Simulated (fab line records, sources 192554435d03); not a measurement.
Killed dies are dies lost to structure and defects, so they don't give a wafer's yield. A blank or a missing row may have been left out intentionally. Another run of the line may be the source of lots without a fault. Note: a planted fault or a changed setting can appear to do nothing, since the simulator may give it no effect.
Chamber matching    flow n5-finfet    4 sister chambers for N5_MIM_TOP_ETCH_STRIP_01 on rie-diel-04
The step strips in O2. 16 wafers are shown with their chamber, then 7 later ones without.

WAFERS, EACH WITH ITS CHAMBER
wafer   chamber  throttle-valve-pct (%)  showerhead-plenum-p-Torr (Torr)  oes-product-au (a.u.)
L479.2  3        17.35                   2.18                             0.73
L479.5  3        17.35                   2.18                             0.71
L480.3  2        16.40                   2.14                             0.84
L480.5  1        16.74                   2.10                             0.73
L480.6  0        16.37                   2.12                             0.88
L484.2  3        17.38                   2.18                             0.71
L484.3  0        16.31                   2.12                             0.88
L484.4  2        16.41                   2.14                             0.80
L485.2  2        16.42                   2.13                             0.82
L485.4  3        17.40                   2.18                             0.70
L485.6  2        16.43                   2.14                             0.82
L488.3  1        16.77                   2.09                             0.72
L488.4  1        16.78                   2.09                             0.72
L488.5  2        16.44                   2.13                             0.81
L490.1  2        16.45                   2.13                             0.81
L490.2  0        16.41                   2.11                             0.86

SIGNATURES (means of the wafers above)
reading                   chamber 0  chamber 1  chamber 2  chamber 3  scatter within a chamber
throttle-valve-pct        16.3633    16.7633    16.4250    17.3700    0.0281
showerhead-plenum-p-Torr  2.1167     2.0933     2.1350     2.1800     0.00486
oes-product-au            0.8733     0.7233     0.8167     0.7125     0.012
Rule: for each reading, subtract the chamber's mean from the wafer's reading, divide by that reading's scatter and square the result; add these up over the readings and take the root, which gives the wafer's distance from the chamber. The wafer belongs to the nearest chamber; if the next one is less than 2 further off, it can't be placed. How the scatter is found: for the shown wafers, subtract from each reading the mean of its chamber, square and add these, divide the total by (wafers less chambers), then take the root.

WAFERS WITH NO CHAMBER GIVEN
wafer   throttle-valve-pct (%)  showerhead-plenum-p-Torr (Torr)  oes-product-au (a.u.)
L490.6  16.40                   2.11                             0.85
L498.1  16.88                   2.17                             0.94
L498.2  16.49                   2.13                             0.79
L498.5  16.48                   2.13                             0.78
L499.1  16.43                   2.11                             0.84
L499.5  16.93                   2.17                             0.90
L499.6  16.40                   2.11                             0.85

EACH ONE'S CHAMBER
wafer   from the rows above           in truth
L490.6  0                             0
L498.1  can't be placed: 2 or 0       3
L498.2  2                             2
L498.5  2                             2
L499.1  can't be placed: 0 or 2       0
L499.5  can't be placed: 2 or 3 or 1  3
L499.6  0                             0
Correctly placed: 4 of 7. Can't be placed from these rows: 3 (the true chamber is among the candidates in 2). Number placed wrongly: 0.
